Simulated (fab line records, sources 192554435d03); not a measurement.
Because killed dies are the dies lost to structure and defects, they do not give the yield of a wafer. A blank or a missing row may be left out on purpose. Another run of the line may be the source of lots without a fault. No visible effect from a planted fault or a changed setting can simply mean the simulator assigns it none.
Chamber matching + flow n5 finfet + 4 sister chambers for N5_DUMMY_GATE_ETCH_42 on rie diel-02
The step etches SiO2 in CHF3/O2, target depth 3.5 nm, time 31 s. 8 wafers are shown with their chamber, then 9 later ones without.

== EACH WAFER AND ITS CHAMBER ==
| wafer  | chamber | throttle valve pct (%) | drypump motor current A (A) |
|--------|---------|------------------------|-----------------------------|
| L082.2 | 3       | 19.3                   | 5.0                         |
| L082.4 | 1       | 18.4                   | 5.9                         |
| L090.1 | 2       | 18.6                   | 5.7                         |
| L090.5 | 2       | 18.5                   | 5.7                         |
| L090.6 | 1       | 18.4                   | 5.9                         |
| L091.2 | 0       | 19.2                   | 6.0                         |
| L091.4 | 3       | 19.4                   | 5.1                         |
| L091.6 | 0       | 19.2                   | 6.0                         |

== WAFERS MISSING THEIR CHAMBER ==
| wafer  | throttle valve pct (%) | drypump motor current A (A) |
|--------|------------------------|-----------------------------|
| L093.3 | 18.4                   | 5.9                         |
| L093.4 | 19.2                   | 5.9                         |
| L093.5 | 19.4                   | 5.1                         |
| L095.1 | 19.2                   | 6.0                         |
| L095.5 | 18.5                   | 5.8                         |
| L095.6 | 19.4                   | 5.1                         |
| L096.1 | 18.6                   | 5.7                         |
| L096.2 | 19.4                   | 5.0                         |
| L096.3 | 19.2                   | 6.0                         |

== CHAMBER TAKEN BY EACH ==
| wafer  | from the rows above     | in truth |
|--------|-------------------------|----------|
| L093.3 | 1                       | 1        |
| L093.4 | 0                       | 0        |
| L093.5 | 3                       | 3        |
| L095.1 | 0                       | 0        |
| L095.5 | can't be placed: 2 or 1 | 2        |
| L095.6 | 3                       | 3        |
| L096.1 | 2                       | 2        |
| L096.2 | 3                       | 3        |
| L096.3 | 0                       | 0        |
Correct placement for 8 of the 9. Cannot be placed on the basis of these rows: 1; the candidates contain the true chamber in 1. 0 placed wrongly.
How it was worked out, from the rows above alone: a wafer's distance from a chamber is the root of the sum, over the readings, of the square of ((its reading less the chamber's mean) divided by the reading's scatter). If the next closest chamber is less than 2 further off than the closest, the wafer can't be placed; otherwise it belongs to the closest. The mean given for a chamber averages the wafers shown for that chamber. The scatter: the root of (the sum of the squares of (reading less its chamber's mean) over the shown wafers, divided by (wafers less chambers)).
